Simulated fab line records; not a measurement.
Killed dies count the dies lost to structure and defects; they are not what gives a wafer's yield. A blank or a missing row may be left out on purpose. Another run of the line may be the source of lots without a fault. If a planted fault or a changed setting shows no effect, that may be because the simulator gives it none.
fab line records    flow n5-finfet
record: lots: 4  wafers: 12  last-day: 17
route steps=1938 shown BEOL_M4@1099 BEOL_M5@1112 BEOL_M14@1753 PASSIVATION@1936
lots untouched by any fault: they come from a run of this same line in which no faults occurred
start-h: the number of hours between the record's first day and the start of the first shown wafer of the lot    wait-h: hours elapsed since this lot's preceding step    " unchanged from the row above    L1.1+2: one row covering several wafers at once    - no value, or no start was given    * or withheld: withheld    < > ~ a bound
route shown NAME@n: NAME is a module with steps in the file, n the number in the route of the first one    usual: average and standard deviation across the fault-free wafers    same: alike in all rows    chamber/n: place in a boat    sites: readings site by site    _std_site: the values' standard deviation    _edge_site: the outer-site mean with the inner-site mean subtracted    radius-mm: how far each site lies from the wafer's centre    mask NAME#n: copy n    behind: the tool/chamber that last shaped the wafer    hold: why the lot went on hold/how many hours it stayed there/how the hold came to an end    device: transistor that didn't switch, given as n, p or np    end of line: the route-end tests of the same wafers    a step with no rows: only its recipe    killed: not the wafer's yield, but the dies lost to structure and defects at the first sort    map: per-die view of a wafer (x killed, . not killed, _ where there is no die)
set.NAME: the run value of the setting; set.NAME@STEP: its run value at that earlier step    model.NAME: the simulator's own value behind a step, which no gauge read
lots at some steps of the route; a table a step, a row a wafer
services: the hour from which a tool's chamber was out of use, counted from the record's first day as start-h (under 0 if before that day), plus the number of hours and why
== steps ==
step: N5_BEOL_M4_ANNEAL_95
recipe: temp-c: 400  time-s: 240  ambient: vacuum
step: N5_BEOL_M4_SPUTTER_96
recipe: material: Cu  target-thk-a: 45  temp-c: -20  chamber-pressure-pa: 0.07  power-w: withheld  time-s: 8.29
step: N5_BEOL_M4_ECD_50
recipe: material: Cu  target-thk-a: 3000
step: N5_BEOL_M4_ANNEAL_51
recipe: temp-c: 225  time-s: 90  ambient: N2
step: N5_BEOL_M4_CMP_52
recipe: stop-on: SiOC  t-overpolish-s: 6.8  down-force-psi: 1  platen-rpm: 50  clearing-platen-down-force-psi: 1.5  clearing-platen-rpm: 50  post-cmp-clean: cu-alkaline  target-thk-nm: 40  clearing-platen-pad-velocity-m-s: 0.99484  pad-velocity-m-s: 0.99484
step: N5_BEOL_M4_PRE_CLEAN_60
recipe: gas: NH3/H2  time-s: 15  temp-c: *  rf-power-w: 300
step: N5_BEOL_M4_CO_CAP_55
recipe: material: Co  target-thk-a: 20  temp-c: 200  precursor: CCTBA/H2  pressure-torr: 30  time-s: 102.1
step: N5_BEOL_M4_PRE_CLEAN_56
recipe: gas: NH3  time-s: 15  temp-c: withheld  rf-power-w: 300
step: N5_BEOL_M4_DEP_57
recipe: material: SiCN  target-thk-a: 80  temp-c: withheld  precursor: 3MS/NH3  pressure-torr: 3  rf-w: 202  time-s: 14
step: N5_BEOL_M4_RC_MEAS_101
usual: DIBL_N: 37.3/2.3  DIBL_P: 37.4/2.9  IOFF_N: 0.18/0.045  IOFF_P: 0.25/0.054  ION_N: 679/15  ION_P: 468/9.7  SS_N: 71.8/0.62  SS_P: 73.6/0.76  VT_N: 248/4.1  VT_P: -248/3.6
lot.wafer  tool       chamber  start-h  wait-h  DIBL_N[mV/V]  DIBL_P[mV/V]  IOFF_N[nA/um]  IOFF_P[nA/um]  ION_N[uA/um]  ION_P[uA/um]  SS_N[mV/dec]  SS_P[mV/dec]  VT_N[mV]  VT_P[mV]
L671.1     prober-02  0        189.47   0.0     35.9          35.3          0.17           0.23           682           465           71.6          73.5          248       -248
L671.2     "          0        "        "       37.1          38.7          0.20           0.29           701           480           72.1          74.0          245       -244
L671.3     "          0        "        "       35.6          35.6          0.16           0.22           678           465           71.3          73.4          250       -248
L688.1     prober-02  0        274.50   0.0     37.5          36.1          0.14           0.21           661           460           71.6          73.9          252       -252
L688.3     "          0        "        "       37.7          35.9          0.15           0.21           648           447           72.1          73.1          256       -251
L688.6     "          0        "        "       37.0          35.5          0.14           0.21           665           464           71.4          73.7          252       -252
L691.1     prober-01  0        300.52   0.0     35.7          35.9          0.15           0.20           665           462           71.9          72.8          253       -251
L691.3     "          0        "        "       38.5          39.3          0.19           0.26           687           470           72.2          74.0          247       -245
L691.6     "          0        "        "       37.6          38.3          0.18           0.24           690           468           72.0          74.0          247       -249
L692.1     prober-02  0        301.45   0.0     37.2          36.9          0.20           0.31           704           488           71.1          73.8          247       -243
L692.2     "          0        "        "       34.1          32.9          0.12           0.21           657           469           71.4          73.2          256       -249
L692.6     "          0        "        "       37.6          36.2          0.18           0.26           673           471           72.6          73.4          249       -246
step: N5_BEOL_M5_ILD_DEP_00
recipe: material: SiCOH_lowk  target-thk-a: 1406.4  temp-c: 300  precursor: DEMS/porogen  pressure-torr: 5  rf-w: 500  time-s: 25.9
step: N5_BEOL_M5_CURE_79
recipe: temp-c: 385  time-s: 240  ambient: He/Ar  material: SiCOH_lowk
step: N5_BEOL_M5_PECVD_70
recipe: material: SiO2  target-thk-a: 160  temp-c: 400  precursor: TEOS/O2  pressure-torr: 5.5  rf-w: 450  teos-flow-sccm: 53.8  gas: O2  flow-sccm: 3000  time-s: 18
step: N5_BEOL_M5_HM_DEP_02
recipe: material: TiN  target-thk-a: 200  temp-c: 25  chamber-pressure-pa: 0.49996
step: N5_BEOL_M5_COAT_59
recipe: resist: SOC  temp-c: 250  time-s: 60  spin-rpm: 1500  resist-thk-nm: 60
step: N5_BEOL_M5_COAT_60
recipe: resist: SiARC  temp-c: 220  time-s: 60  spin-rpm: 1500  resist-thk-nm: 12
step: N5_BEOL_M5_COAT_71
recipe: resist: underlayer  temp-c: 205  time-s: 60  spin-rpm: 1500  resist-thk-nm: 5
step: N5_BEOL_M5_COAT_05
recipe: resist: CAR-EUV  spin-rpm: 1500  resist-thk-nm: 30
step: N5_BEOL_M5_EBR_07
recipe: solvent: PGMEA  ebr-width-mm: 1.5
step: N5_BEOL_M5_SOFTBAKE_06
recipe: temp-c: 110  time-s: 60  resist: CAR-EUV
step: N5_BEOL_M5_EXPOSE_08
recipe: mask-id: M5  na: 0.33  source-shape: annular  sigma-inner: 0.4  sigma-outer: 0.8  polarization: unpolarized  target-cd-nm: 28  dose-mj: 35.75
step: N5_BEOL_M5_PEB_09
recipe: peb-temp-c: 100  peb-time-s: 60  resist: CAR-EUV
step: N5_BEOL_M5_DEVELOP_10
recipe: develop-time-s: 30  developer: TMAH  resist: CAR-EUV  rinse-liquid: surfactant-rinse  dry: air-spin  dev-temp-c: 23
step: N5_BEOL_M5_DESCUM_16
recipe: chemistry: O2  time-s: 7  source-power-w: 50  bias-power-w: 20  pressure-mtorr: 20  rf-frequency-hz: 2.712e+07  temp-c: 40  resist: CAR-EUV  o2-flow-sccm: 225
step: N5_BEOL_M5_ETCH_72
recipe: chemistry: N2/H2  target: underlayer  target-depth-a: 65  mask-material: CAR-EUV  time-s: 5.2  ion-energy-ev: 200  pressure-mtorr: 30  source-w: 840  bias-w: 150  n2-flow-sccm: 200  h2-flow-sccm: 200  ends: cleared
step: N5_BEOL_M5_ETCH_61
recipe: chemistry: CF4  target: SiARC  target-depth-a: 156  mask-material: CAR-EUV  time-s: 26  ion-energy-ev: 80  pressure-mtorr: 40  source-w: 545  bias-w: 36  Ar_flow_sccm: 100  cf4-flow-sccm: 100  ends: cleared
step: N5_BEOL_M5_ETCH_62
recipe: chemistry: N2/H2  target: SOC  target-depth-a: 750  overetch-a: 150  mask-material: SiARC  temp-c: 40  time-s: 112.5  ion-energy-ev: 200  pressure-mtorr: 30  source-w: 840  bias-w: 150  n2-flow-sccm: 200  h2-flow-sccm: 200
step: N5_BEOL_M5_STRIP_63
recipe: chemistry: N2/H2  temp-c: 40  n2-flow-sccm: 200  h2-flow-sccm: 200  rf-frequency-hz: 6e+07
step: N5_BEOL_M5_STRIP_73
recipe: chemistry: N2/H2  temp-c: 40  n2-flow-sccm: 200  h2-flow-sccm: 200  rf-frequency-hz: 6e+07
step: N5_BEOL_M5_STRIP_64
recipe: chemistry: CF4  resist: SiARC  power-w: 300  bias-power-w: 75  pressure-mtorr: 50  cf4-flow-sccm: 150  rf-frequency-hz: 6e+07
step: N5_BEOL_M5_HM_OPEN_17
recipe: chemistry: Cl2/BCl3  target-depth-a: 200  overetch-a: 60  target: TiN  mask-material: SOC  ion-energy-ev: 150  pressure-mtorr: 10  icp-w: 1000  bias-w: 126  Cl2_flow_sccm: 53.25  bcl3-flow-sccm: 21.75  Ar_flow_sccm: 25
step: N5_BEOL_M5_STRIP_19
recipe: chemistry: O2  power-w: 400  temp-c: 40  pressure-mtorr: 30  rf-frequency-hz: 6e+07  bias-power-w: 0  overash-fraction: 0.2  o2-flow-sccm: 225
step: N5_BEOL_M5_COAT_65
recipe: resist: SOC  temp-c: 250  time-s: 60  spin-rpm: 1500  resist-thk-nm: 60
step: N5_BEOL_M5_COAT_66
recipe: resist: SiARC  temp-c: 220  time-s: 60  spin-rpm: 1500  resist-thk-nm: 12
step: N5_BEOL_M14_TRENCH_ETCH_34
recipe: chemistry: C4F8/O2/Ar  target: SiO2  target-depth-a: 5566.5  mask-material: SOC  he-inner-torr: 15  he-outer-torr: 30  time-s: 126.9  ion-energy-ev: 800  pressure-mtorr: 20  source-w: 1905  bias-w: 2040  Ar_flow_sccm: 400  C4F8_flow_sccm: 16  O2_flow_sccm: 12
usual: drypump-motor-current-A: 5.6/0.38  oes_ar_750_au: 0.80/0.086  oes-product-au: 0.80/0.091  rf-vpp-V: 2206/67  showerhead-plenum-p-Torr: 3.39/0.087  throttle-valve-pct: 30.9/0.32
lot.wafer  tool         chamber  start-h  wait-h  drypump-motor-current-A  oes_ar_750_au  oes-product-au  rf-hours-counter-h  rf-vpp-V  showerhead-plenum-p-Torr  throttle-valve-pct  model.etch.depth-nm
L671.1     rie-diel-02  2        265.71   0.0     4.8                      0.72           0.73            213                 2186      3.48                      30.4                549.7
L671.2     "            3        "        "       5.2                      0.84           0.85            81                  2222      3.35                      31.2                585.9
L671.3     "            1        "        "       5.7                      0.69           0.69            233                 2162      3.24                      30.4                554.8
L688.1     rie-diel-02  3        358.32   0.0     5.2                      0.79           0.79            117                 2221      3.33                      31.2                576.8
L688.3     "            1        "        "       5.6                      0.94           0.95            8                   2197      3.62                      30.4                198.7
L688.6     "            0        "        "       5.9                      0.88           0.90            -                   2272      3.51                      30.8                553.9
L692.1     rie-diel-06  3        380.10   0.0     5.5                      0.77           0.78            137                 2224      3.35                      31.2                558.5
L692.2     "            0        "        "       5.7                      0.85           0.86            66                  2079      3.37                      31.0                588.2
L692.6     "            1        "        "       6.2                      0.81           0.80            -                   2326      3.31                      31.0                547.3
L691.1     rie-diel-02  1        384.44   0.0     5.6                      0.91           0.93            19                  2197      3.61                      30.4                554.6
L691.3     "            0        "        "       5.9                      0.87           0.88            40                  2273      3.50                      30.8                198.1
L691.6     "            1        "        "       5.6                      0.91           0.92            -                   2197      3.61                      30.5                552.1
step: N5_BEOL_M14_OCD_MEAS_35
usual: trench-depth-nm: 555/18
lot.wafer  tool    chamber  start-h  wait-h  trench-depth-nm
L671.1     ocd-02  -        265.86   0.0     550
L671.2     "       -        "        "       585
L671.3     "       -        "        "       554
L688.1     ocd-02  -        358.48   0.0     577
L688.3     "       -        "        "       199
L688.6     "       -        "        "       554
L692.1     ocd-02  -        380.25   0.0     559
L692.2     "       -        "        "       588
L692.6     "       -        "        "       547
L691.1     ocd-02  -        384.59   0.0     555
L691.3     "       -        "        "       198
L691.6     "       -        "        "       552
step: N5_BEOL_M14_CMP_49
recipe: stop-on: SiO2  t-overpolish-s: 5.2  down-force-psi: 2  platen-rpm: 80  clearing-platen-down-force-psi: 2  clearing-platen-rpm: 80  post-cmp-clean: cu-alkaline  target-thk-nm: 560  clearing-platen-pad-velocity-m-s: 1.5917  pad-velocity-m-s: 1.5917
usual: barrier-field-endpoint-s: 11.47/0.29  motor-current-A: 8.2/0.54  overpolish-run-s: 5.201/0.0085  time-to-endpoint-s: 124/4.5
lot.wafer  tool    chamber  start-h  wait-h  barrier-field-endpoint-s  motor-current-A  overpolish-run-s  time-to-endpoint-s  model.Cu_of_BEOL_M14_ECD_47.thk-nm
L671.2     cmp-01  0        268.27   0.3     11.55                     7.7              5.208             127                 590.6
L671.3     "       2        "        "       11.66                     7.6              5.203             127                 558.4
L671.1     "       3        "        "       11.80                     7.8              5.195             126                 553.8
L688.3     cmp-01  3        361.32   0.2     11.43                     7.7              5.198             121                 202.8
L688.1     "       1        "        "       11.49                     8.7              5.187             120                 580.6
L688.6     "       0        "        "       11.79                     8.2              5.211             121                 557.2
L692.2     cmp-03  0        382.57   0.3     11.20                     7.7              5.205             117                 592.2
L692.1     "       2        "        "       11.20                     8.1              5.212             118                 561.2
L692.6     "       3        "        "       11.67                     8.7              5.209             122                 551.2
L691.1     cmp-01  3        386.44   0.3     11.02                     7.4              5.198             125                 559
L691.3     "       2        "        "       10.86                     7.3              5.197             118                 202.4
L691.6     "       0        "        "       10.99                     8.1              5.203             121                 555.6
step: N5_BEOL_M14_THK_MEAS_50
recipe: thk-meas-gauge: xrf  reads: Cu_of_BEOL_M14_ECD_47
usual: M14_THK: 562/18
lot.wafer  tool           chamber  start-h  wait-h  M14_THK[nm]
L671.1     film-metro-01  -        268.56   -       556
L671.2     "              -        "        "       596
L671.3     "              -        "        "       562
L688.1     film-metro-02  -        361.62   -       585
L688.3     "              -        "        "       204
L688.6     "              -        "        "       561
L692.1     film-metro-01  -        382.82   -       567
L692.2     "              -        "        "       602
L692.6     "              -        "        "       558
L691.1     film-metro-01  -        386.74   -       562
L691.3     "              -        "        "       202
L691.6     "              -        "        "       559
step: N5_BEOL_M14_RS_MEAS_54
recipe: thk-meas-gauge: four-point-probe  reads: Cu_of_BEOL_M14_ECD_47+Ta_of_BEOL_M14_SPUTTER_44+TaN_of_BEOL_M14_SPUTTER_43
usual: M14_RS: 0.0333/0.0011
lot.wafer  tool           chamber  start-h  wait-h  M14_RS[ohm/sq]
L671.1     film-metro-01  -        268.69   0.0     0.0335
L671.2     "              -        "        "       0.0314
L671.3     "              -        "        "       0.0333
L688.1     film-metro-01  -        361.75   0.0     0.0320
L688.3     "              -        "        "       0.0956
L688.6     "              -        "        "       0.0333
L692.1     film-metro-01  -        382.95   0.0     0.0331
L692.2     "              -        "        "       0.0314
L692.6     "              -        "        "       0.0338
L691.1     film-metro-02  -        386.86   0.0     0.0333
L691.3     "              -        "        "       0.0961
L691.6     "              -        "        "       0.0335
step: N5_PASSIVATION_PROBE_49
usual: defect-limited-yield: 91.3/1.5  killed_at_M0_to_M3: 35/8.7  killed_at_M4_up: 14/5.5  killed-at-contacts: 11/5.6  killed-at-front-end: 39/13  killed-at-other: 3.7/2.2  killed-dies: 103/18  killed-on-rim: 14/4.4  killed-open: 69/14  killed-short: 33/7.8  sort_bin_5_function: 5.1/0.99  sort_bin_6_memory: 3.3/0.67  sort_bin_8_speed: 0.02/0.17  sort-n-pass: 1077/18  sort-yield-pct: 91.2/1.5
same: gross-dies: 1180  killed-at-back-side: 0  sort_bin_4_leakage[%]: 0
lot.wafer  tool       chamber  start-h  wait-h  defect-limited-yield[%]  killed_at_M0_to_M3  killed_at_M4_up  killed-at-contacts  killed-at-front-end  killed-at-other  killed-dies  killed-on-rim  killed-open  killed-short  sort_bin_5_function[%]  sort_bin_6_memory[%]  sort_bin_8_speed[%]  sort-n-pass  sort-yield-pct[%]
L688.3     prober-02  -        381.82   0.1     13.1                     37                  929              10                  44                   5                1025         135            68           44            82.3                    4.1                   0                    155          13.1
L692.1     prober-01  -        404.94   0.0     89.7                     42                  17               18                  43                   1                121          22             71           48            6.6                     3.4                   0                    1059         89.7
L692.2     prober-01  -        404.99   0.1     89.5                     44                  13               22                  45                   0                124          15             83           41            6.8                     3.5                   0                    1056         89.5
L692.6     prober-01  -        405.19   0.3     89.0                     46                  24               10                  49                   1                130          19             79           50            6.4                     4.0                   0                    1050         89.0
L691.1     prober-02  -        415.37   0.0     93.1                     26                  19               5                   28                   4                82           10             60           21            4.3                     2.5                   0                    1098         93.1
L691.3     prober-02  -        415.47   0.1     17.5                     35                  888              16                  30                   5                974          135            72           33            79.0                    3.1                   0                    206          17.5
L691.6     prober-02  -        415.62   0.3     90.9                     25                  21               18                  36                   7                107          11             76           29            5.1                     3.5                   0                    1073         90.9
killed by level:class
L688.3 BEOL_M14:area-ecd=912 BEOL_M3:geometric-particle:open=12 BEOL_M2:geometric-particle:open=10 ILD0:geometric-particle:short=7 MOL_CONTACT_COAG:geometric-particle:open=7 STI_FIN_REVEAL:geometric-particle:open=6 BEOL_M4:geometric-particle:short=6 DUMMY_GATE:geometric-particle:open=5
L692.1 MOL_CONTACT_COAG:geometric-particle:open=14 STI_FIN_REVEAL:geometric-particle:open=11 BEOL_M3:geometric-particle:short=10 FIN_SAQP:geometric-particle:open=9 BEOL_M0_SAQP:geometric-particle:short=7 GATE_CUT:geometric-particle:short=6 BEOL_M0_SAQP:geometric-particle:open=6 BEOL_M3:geometric-particle:open=6
L692.2 BEOL_M0_SAQP:geometric-particle:open=19 MOL_CONTACT_COAG:geometric-particle:open=18 FIN_SAQP:geometric-particle:short=11 FIN_SAQP:geometric-particle:open=10 BEOL_M0_SAQP:geometric-particle:short=10 BEOL_M4:geometric-particle:open=10 STI_FIN_REVEAL:geometric-particle:open=7 MOL_CONTACT_COAG:geometric-particle:short=4
L692.6 BEOL_M0_SAQP:geometric-particle:short=14 FIN_SAQP:geometric-particle:short=12 FIN_SAQP:geometric-particle:open=12 STI_FIN_REVEAL:geometric-particle:open=12 BEOL_M0_SAQP:geometric-particle:open=11 BEOL_M4:geometric-particle:open=10 BEOL_M3:geometric-particle:open=8 MOL_CONTACT_COAG:geometric-particle:open=6
L691.1 BEOL_M4:geometric-particle:open=12 STI_FIN_REVEAL:geometric-particle:open=7 BEOL_M0_SAQP:geometric-particle:open=6 BEOL_M0_SAQP:geometric-particle:short=5 BEOL_M1:geometric-particle:open=5 FIN_SAQP:geometric-particle:open=4 DUMMY_GATE:geometric-particle:open=4 MOL_CONTACT_COAG:geometric-particle:open=3
L691.3 BEOL_M14:area-ecd=869 MOL_CONTACT_COAG:geometric-particle:open=13 BEOL_M3:geometric-particle:open=8 GATE_CUT:geometric-particle:short=8 BEOL_M0_SAQP:geometric-particle:open=8 BEOL_M4:geometric-particle:open=8 BEOL_M0_SAQP:geometric-particle:short=7 STI_FIN_REVEAL:geometric-particle:open=6
L691.6 STI_FIN_REVEAL:geometric-particle:open=19 BEOL_M4:geometric-particle:open=11 MOL_CONTACT_COAG:geometric-particle:open=11 DUMMY_GATE:geometric-particle:open=7 MOL_CONTACT_COAG:geometric-particle:short=7 BEOL_M3:geometric-particle:open=7 BEOL_M5:geometric-particle:open=5 BEOL_M0_SAQP:geometric-particle:short=5
map L688.3 (x killed, . not)
_________________xxxxxxxxxxxx________________
______________xxxxxxxxxxx.xxxxxx_____________
___________xxxxxxx..xxxxxxxxxxxx.xx__________
__________x..xxxxx.xxxxx.xxx.xxxxx.x_________
________xxxxxxxxxxx.xxx.xxxx.xxxx.xxxx_______
_______xxxxxx.xxxxxxxxxxxxxxxxxxxxxxxxx______
______xxxxxxxx.xxxxxxxxxxxx.xxxxx.xxxxxx_____
_____xxxxxxx..xxx.xx.xxxxxxxxx..xxx.x.xxx____
____x.xxxxxxxxx.xxxxxxxxx..xxxxxxxxxx.xxxx___
___xxxxxxxxxxxxxxxxxxxxxxx..xxxxx.x.xxxxxxx__
___xxxxxxxxxxx.x.xxxxxxxxxxx..xxxxxxxxxxxxx__
__xx.xxxxxxxxxxxxxxxx.xxxxx.x.xxxxxx.xx.xxx._
__xx.x.x.xxxxxxxxxxxx.xxxxxxxxxxxx..xxxxxxxx_
_.xxx.xxxxxxxxxxxxxxxxxxx.xxxxxxxxxxxx.xx.x.x
_.xxxxxxxxxxx.xxxxxxxxxxx.xxxxxx.x.xxxxxxxxxx
_xxxx.xxxxxxxxx.xxxxxxxxxx.xxx.xxx.xxxxxxxxxx
_.xxxx.xxxxxxxxxx.xxx.xxxxxx.xxxx.xxxxxxxxxxx
_xx.xxxxxxxxxx.xxxxxx.xxx..xxxxxxx..xxxxxx..x
_xxxxxxxxxxxxxxxxxxxxxxxxxx.xxxxxxxxxxxxx.xx.
_xxxx.xxx.xx.x.xxxxxxxxxxxx.x.xx.xxxxxxxxx.xx
_xxxx.x.xx.x.xxxxxxxxxx..xxxxxxxxxxxxxxxxx.xx
__xxxxxxxxx.xxxxxx.xx.xxxxxxxxxx.xxxxxxxxxxx_
__xxxxxx..xxxxxxxx.xxxxxxxx.xxxx.xxxxxxxxxxx_
___x.x.xxxxxxxxxxxxxxx.xxxxx..x...xxx.xxx.x__
___xxx.xxxxxxxx..xxxxxxxx.xxxxxxxxxx..xxxxx__
____xxxxxxxxxxxxx.xxxxxx.xx.xxxxxxxxxxxxxx___
_____xxxxxxxxxxx.xxxxxxxxxxxxxxxxxxxxxxxx____
______xxxxxxxxxxxxxxx.xxxx.xxxx.xxx...x._____
_______xxxx.xxx.xxxxxxxxxx.xxxx.xxx.xxx______
________xxxxxxxxxx.xxxxxxxxxx.xxxxxxx._______
__________.xx.xxxxxxxxxxxxxx.xxxxxxx_________
___________xxxxxx.xxxxxxxxxxxxxxxxx__________
______________xxxxx.xxx.xxxxxxx._____________
_________________xxxxx..xx.xx________________
map L691.3 (x killed, . not)
_________________xxx.x.xxxxx.________________
______________xxxxxxxxxxxxxxxxxx_____________
___________xxxxxxx.x.xxxxxxxxxxxx..__________
__________xxxxxxx.xx.xx.xx.xxxxxxxxx_________
________xxx.xx.xxxxxxxxx..xxxxxxxxxxxx_______
_______xxxxxxxxxx.x.xx.xx.xxx..xxxx..xx______
______xx.x.xxx.xx.xx.xx.xxxx.xxxxxxxxxxx_____
_____.xxx.xxxxxxxxxxx.xx.xxxx.x.xxxxxxxxx____
____xxxxx.x.x.xxxxxxxxx.xxxx.x.xxxxxxxxxx.___
___xx..xx.xxxxx.xxxxxxxxxxxxxx.xxxxxxx.xxxx__
___x.xxxxxxxx.xxxxxxxxxxxx.x.xxxxxxxxxxxxxx__
__xxx.xxxx.xxxxxxxxxxxx.xxxxxxxxxx.xxxxxxxxx_
__xxxxx.xxxx.xxx..xxx..xxx.xx.xxxx.xxxx.xxx._
_xxxxxxxxx.xxxxxx.xxx.xxxxxxxxx.x..xxxxx....x
_xxxxx..xxxxxxxx.xxxxxxxxxxx..xxxxxxxxx.xxxxx
_xxxxxxxx.x..x.xxxx.x.xxx.x.xxxxxx.xxx.xxxxxx
_xxxxxxxxx.x.xxx.x.xxxxxxxxx..xxxxxxxxx.xxxxx
_xxxxxxxxxxxxxxxxxxxxx.xxxxxxxxxxxx.xxxxxxxx.
_xx.xxxxx.xxx.xxx.xx.xxxxxxx.x...xxxxx..xxxxx
_xxxx.xxxxx.xxx.xxx.xxx.xxx....xxxxxx.xxxxxxx
_.xxxxxxxxxxxxxxxxx.xx.xxxx.xx.xxxx.xxxxx.xxx
__x.x..x..x.x.xxxxx..xxx.x.xx..xx.xxxxx.xxxx_
__xxxx.xxxxxxxxxxxx.xxxx.x.xxx.xxxx..xxxx.xx_
___xxxxx.x.x.x.xxxxx.xxxxxxxxxx.xxxx.xxxxxx__
___.xxxxxxxxxxxxxxx.xx.....x.x.xxxxxxxxxxxx__
____x.xxxxxxxxxxx..xxxxxxxxxxxxx.xxxxxxxxx___
_____xx.x.x..xxxxx.xxxx.xxxxxxxxx.xxxxxx.____
______xxxxxxxxxxxxxxxxxxxxxxx.xxx.xxxxxx_____
_______xxxxxx..xxxxxxxxxxx.xxxxxxxxx.xx______
________xxxxxxx.xx.xxx.xxxxxxx.xxx.xxx_______
__________xxxxxx.xxxxxxxxx.xxx.xxxxx_________
___________xxx.xxx.xx.xx.xxxx..xx.x__________
______________xxxxxxxxxxxxx.xxxx_____________
_________________xxxxxxxxxx.x________________
== services ==
tool         chamber  start-h  hours  kind
rie-diel-06  0        247.66   11.7   repair
cmp-03       -        248.75   2.2    repair
cmp-03       -        265.83   7.2    pm
cmp-03       -        278.20   0.8    repair
rie-diel-06  3        280.34   5.1    repair
cmp-01       -        291.90   4.0    pm
cmp-01       -        295.90   -      consumable-replace:conditioner
cmp-01       -        295.90   -      consumable-replace:pad
rie-diel-02  1        317.81   -      clean
rie-diel-02  1        317.81   -      consumable-replace:focus-ring
rie-diel-02  1        317.81   -      consumable-replace:showerhead
rie-diel-02  1        317.81   17.8   scheduled-down
rie-diel-02  1        317.81   17.8   vent-cycle
rie-diel-02  2        366.02   -      clean
rie-diel-02  2        366.02   -      consumable-replace:focus-ring
rie-diel-02  2        366.02   15.2   scheduled-down
rie-diel-02  2        366.02   15.2   vent-cycle
rie-diel-06  2        379.64   -      clean
rie-diel-06  2        379.64   -      consumable-replace:focus-ring
rie-diel-06  2        379.64   17.8   scheduled-down
rie-diel-06  2        379.64   17.8   vent-cycle
== key ==
first-sign: step: N5_BEOL_M14_OCD_MEAS_35  reading: trench-depth-nm  direction: down  sigmas: 20  usual: 555  struck: 198
effect: step: N5_BEOL_M14_THK_MEAS_50  reading: M14_THK  direction: down  sigmas: 19  usual: 562  struck: 203
effect: step: N5_BEOL_M14_RS_MEAS_54  reading: M14_RS  direction: up  sigmas: 58  usual: 0.0333  struck: 0.0959
effect: step: N5_PASSIVATION_PROBE_49  reading: killed_at_M4_up  direction: up  sigmas: 99+  usual: 14  struck: 908
model-effect: step: N5_BEOL_M14_TRENCH_ETCH_34  value: etch.depth-nm  without: 550.1  struck: 198.4
model-effect: step: N5_BEOL_M14_CMP_49  value: Cu_of_BEOL_M14_ECD_47.thk-nm  without: 554.3  struck: 202.6
more-kills-born-at: N5_BEOL_M14_ECD_47@ecd-cu-01: 1781
met-at N5_BEOL_M14_TRENCH_ETCH_34
struck-wafers L688.3,L691.3
later-rows-left-out L688.3,L691.3
onset-between 265.71 358.32
fault: kind: process-parameter-drift  tool: rie-diel-02  chamber: -  onset-h: 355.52  steps: N5_BEOL_M14_TRENCH_ETCH_34  channel: time-s  offset: *  shape: step  end-h: 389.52  scope: struck-wafers-only  acts-in: *  stated: *
later-rows-left-out: the simulator's readings of these wafers behind a module that went badly wrong aren't trusted and aren't shown, but for the sort
